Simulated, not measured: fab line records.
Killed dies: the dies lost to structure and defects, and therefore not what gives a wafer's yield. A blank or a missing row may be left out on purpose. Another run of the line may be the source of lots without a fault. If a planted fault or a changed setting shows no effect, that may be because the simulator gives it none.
8D (eight disciplines) problem report, filled in by code -- flow n5Finfet -- the parts of the form that need people (team, actions taken, sign-off) are left out

== 1. THE ISSUE ==
Wafers without a fault read 64.7 s, standard deviation 1.7; etchRfOnTimeS at N5_BEOL_M10_ETCH_65 reads a mean of 43.6 s on 3 wafers belonging to 3 lots. Relative to the usual mean, that is a shift of -12 standard deviations.
The step: etches SiARC in CF4, target depth 39 nm, time 65 s.
First seen on wafer L667.1, day 12 12:02, on rieDiel-02. The record has a number at this step for 32 wafers belonging to 12 lots. The rule behind "out" and "out of limits": a value lying over 4 standard deviations away from the usual mean. Any other wafer with a number is counted as sound.

== 2. WHAT IT IS, WHAT IT ISN'T ==
question,is,is not
which readings at this step,etchRfOnTimeS,"rfVppV, throttleValvePct"
which lots,"L666, L667, L669","L658, L660, L661, L662, L663, L665, L676, L678, L679"
which wafers of those lots,"L666.5, L667.1, L669.5","L666.2, L666.4, L667.4, L667.6, L669.3"
read on which tools,rieDiel-02,"rieDiel-03, rieDiel-04"
when,from day 12 12:02,"up to then (15 sound wafers); but 14 sound wafers of L663, L666, L669, L676, L678, L679 came after"

== 3. SUSPECTS, AND WHAT RULES EACH OUT ==
Counting: any tool at a process step up to the reading remains a suspect provided it ran every lot that is out. Sound lots after the first of them don't rule it out here, since some wafers of a struck lot are sound.
- rieDiel-02 at N5_BEOL_M10_ETCH_65 (etches SiARC in CF4, target depth 39 nm, time 65 s): kept. It ran every lot that is out, first L667 (day 12 12:02); its last sound lot up to then is L665 (day 12 08:03). On those wafers its own readings are out: etchRfOnTimeS.
The count leaves rieDiel-02 at N5_BEOL_M10_ETCH_65.

== 4. THE CAUSE (what the simulator had put in) ==
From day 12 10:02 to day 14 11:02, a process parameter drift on rieDiel-02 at N5_BEOL_M10_ETCH_65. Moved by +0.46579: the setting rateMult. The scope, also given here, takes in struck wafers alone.
Only this tool survived the counting.

== 5. THE CHAIN OF EFFECTS, in route order ==
Each row: a reading whose mean over the struck wafers that have a number lies more than 3 standard deviations from the usual. Only readings whose record carries a usual standard deviation are examined. hours: median over the lots of the time between each lot's start at the first step of this table that gives one and its start at this step. sigmas: the change, counted in usual standard deviations.
hours,step,reading,usual,on struck wafers,change,sigmas
0,N5_BEOL_M10_ETCH_65,etchRfOnTimeS,64.7 s,43.6,-21.1,-12
0,N5_BEOL_M10_ETCH_65,oesProductAu,0.70 a.u.,0.90,+0.20,+4.2
Here are the process steps it includes:
- N5_BEOL_M10_ETCH_65: etches SiARC in CF4, target depth 39 nm, time 65 s.
At these later measuring or inspecting steps, every struck wafer for which the step has a row has a number for every such reading, and none has moved that far: N5_BEOL_M10_OCD_MEAS_38.

== 6. WHAT WOULD HAVE CAUGHT IT SOONER ==
In this record the first reading out of limits was taken at day 12 12:02, 2 hours after the fault began at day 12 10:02.
